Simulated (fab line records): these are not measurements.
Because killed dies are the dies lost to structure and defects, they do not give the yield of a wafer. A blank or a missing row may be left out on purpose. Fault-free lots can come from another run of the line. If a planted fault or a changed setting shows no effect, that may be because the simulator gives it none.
Split-lot experiment | flow n5-finfet | 21 wafers read across 7 lots, on a route 1938 steps long

SPLIT DETAILS
At N5_PASSIVATION_EXPOSE_07 (exposes mask TV, defocus 0 nm, target cd 3000 nm), the setting dose-mj was moved away from the recipe's 22.75 on 5 of the 21 wafers read, by -4.6% to +7.5%. This setting was run at the recipe's value on the other wafers.

FROM THE SPLIT TO THE READING: what the file shows between them, 3 steps
- N5_PASSIVATION_PEB_08
- N5_PASSIVATION_DEVELOP_09: develop time 60 s
- N5_PASSIVATION_HARDBAKE_11: time 120 s

THE READING
At N5_PASSIVATION_CD_MEAS_10: cd-nm in nanometres, against a target cd of 3000 nm. On this fab line, fault-free wafers typically give 3000 nm with a standard deviation of 3.6 nm.

wafer  | tool, chamber at the split | dose-mj as run | against the recipe | cd-nm, nm | against lot-mates on the recipe
L074.1 | krf-scanner-02, 0          | 22.75          | recipe             | 2995      | -
L074.3 | krf-scanner-02, 0          | 22.28          | -2.1%              | 2996      | -2
L074.5 | krf-scanner-02, 0          | 22.75          | recipe             | 3000      | -
L077.3 | krf-scanner-02, 0          | 22.75          | recipe             | 3005      | -
L077.4 | krf-scanner-02, 0          | 22.75          | recipe             | 3008      | -
L077.5 | krf-scanner-02, 0          | 22.75          | recipe             | 3006      | -
L081.3 | krf-scanner-02, 0          | 22.75          | recipe             | 3001      | -
L081.5 | krf-scanner-02, 0          | 24.28          | +6.7%              | 3012      | +13
L081.6 | krf-scanner-02, 0          | 22.75          | recipe             | 2997      | -
L085.3 | krf-scanner-02, 0          | 22.75          | recipe             | 3005      | -
L085.4 | krf-scanner-02, 0          | 22.75          | recipe             | 3005      | -
L085.5 | krf-scanner-02, 0          | 22.75          | recipe             | 3011      | -
L089.1 | krf-scanner-01, 0          | 22.75          | recipe             | 2999      | -
L089.3 | krf-scanner-01, 0          | 22.75          | recipe             | 2994      | -
L089.5 | krf-scanner-01, 0          | 24.46          | +7.5%              | 3014      | +18
L093.2 | krf-scanner-01, 0          | 22.75          | recipe             | 2999      | -
L093.5 | krf-scanner-01, 0          | 22.75          | recipe             | 2993      | -
L093.6 | krf-scanner-01, 0          | 23.72          | +4.3%              | 3006      | +10
L096.1 | krf-scanner-02, 0          | 21.71          | -4.6%              | 2992      | -12
L096.2 | krf-scanner-02, 0          | 22.75          | recipe             | 3004      | -
L096.5 | krf-scanner-02, 0          | 22.75          | recipe             | 3004      | -

FIT RESULTS
A straight line over all 21 wafers: cd-nm changes by +1.66 nm for each +1% of dose-mj; r = +0.69; the points scatter about the line by 4.7 nm.
The same after taking each lot's own level away (the mean of its wafers on the recipe; 21 wafers): +2.2 nm for each +1%; r = +0.93; scatter 2.3 nm.
On that fit, the largest move of dose-mj shifts the reading by 17 nm.
The lots' own levels span 2996.0 to 3007.0 nm, that is 3.1 times the standard deviation above.
So the lot-to-lot level blurs the effect unless lot-mates are compared.
Check: with one of the wafers moved furthest among these (+7.5%) left out of the fit, the line predicts +16 nm for it against its lot-mates. Against them it came out at +17.5 nm.

THESE WAFERS: OTHER SPLITS
Note: prior to the reading, these wafers also went through further splits. Each is held against what the fit with the lots' levels taken away leaves over:
other split on the same wafers    | wafers away from the commonest value | r with cd-nm (lot level and that fit taken away)
N5_BEOL_M15_TRENCH_ETCH_34 time-s | 7                                    | -0.01
N5_MIM_BOT_ETCH_ETCH_03 icp-w     | 9                                    | +0.03

THE FILE'S OWN FIT
cd-nm changes by +2.2 nm for each +1% of dose-mj, r = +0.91.
